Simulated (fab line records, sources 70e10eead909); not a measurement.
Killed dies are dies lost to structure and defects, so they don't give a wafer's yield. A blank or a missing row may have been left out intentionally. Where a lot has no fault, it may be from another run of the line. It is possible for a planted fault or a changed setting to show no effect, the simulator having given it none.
Matching of chambers ; flow nand harc ; 4 sister chambers for NHARC_A_SLIT_ETCH_24 on rie diel-03
The step etches the open film in CF4/CHF3, target depth 121 nm, time 60.5 s. 22 wafers are shown with their chamber, then 11 later ones without.

## WAFERS WITH THEIR CHAMBER
wafer;chamber;showerhead plenum p Torr (Torr);drypump motor current A (A);rf vpp V (V)
L075.2;0;1.66;5.1;373.4
L075.3;2;1.67;5.2;374.2
L075.5;2;1.67;5.2;373.7
L077.3;3;1.59;4.9;371.4
L077.4;1;1.53;5.1;368.2
L077.5;2;1.67;5.1;373.4
L080.2;2;1.67;5.2;373.8
L080.4;0;1.66;5.1;373.4
L080.6;0;1.65;5.1;372.7
L083.3;1;1.53;5.1;369.4
L083.4;0;1.65;5.1;373.1
L083.5;2;1.67;5.2;372.5
L086.1;1;1.53;5.1;369.1
L086.2;0;1.65;5.1;374.6
L086.5;3;1.59;5.0;370.3
L084.2;3;1.59;4.9;372.2
L084.5;2;1.67;5.2;373.8
L084.6;1;1.53;5.1;369.3
L087.4;1;1.53;5.1;370.3
L087.5;1;1.53;5.1;369.8
L087.6;2;1.67;5.1;374.8
L089.1;1;1.53;5.1;369.0

SIGNATURES, as means of the wafers listed above
reading;chamber 0;chamber 1;chamber 2;chamber 3;scatter within a chamber
showerhead plenum p Torr;1.6540;1.5300;1.6700;1.5900;0.00258
drypump motor current A;5.100;5.100;5.171;4.933;0.0341
rf vpp V;373.440;369.300;373.743;371.300;0.724
Rule: distance of a wafer from a chamber = root of the sum over the readings of ((wafer's reading minus chamber's mean) / reading's scatter) squared. The wafer belongs to the nearest chamber; if the next one is less than 2 further off, it can't be placed. The scatter: the root of (the sum of the squares of (reading less its chamber's mean) over the shown wafers, divided by (wafers less chambers)).

## WAFERS MISSING THEIR CHAMBER
wafer;showerhead plenum p Torr (Torr);drypump motor current A (A);rf vpp V (V)
L089.2;1.59;4.9;370.3
L089.3;1.65;5.1;371.9
L092.1;1.59;4.9;370.8
L092.5;1.65;5.1;373.5
L092.6;1.59;4.9;370.2
L093.1;1.59;4.9;371.2
L093.2;1.65;5.1;372.6
L093.5;1.67;5.1;374.8
L097.1;1.53;5.1;369.2
L097.3;1.65;5.1;371.5
L097.6;1.67;5.2;374.5

## EACH ONE'S CHAMBER
wafer;from the rows above;in truth
L089.2;3;3
L089.3;0;0
L092.1;3;3
L092.5;0;0
L092.6;3;3
L093.1;3;3
L093.2;0;0
L093.5;2;2
L097.1;1;1
L097.3;0;0
L097.6;2;2
Correctly placed: 11 of 11. From these rows, 0 cannot be placed. Number placed wrongly: 0.
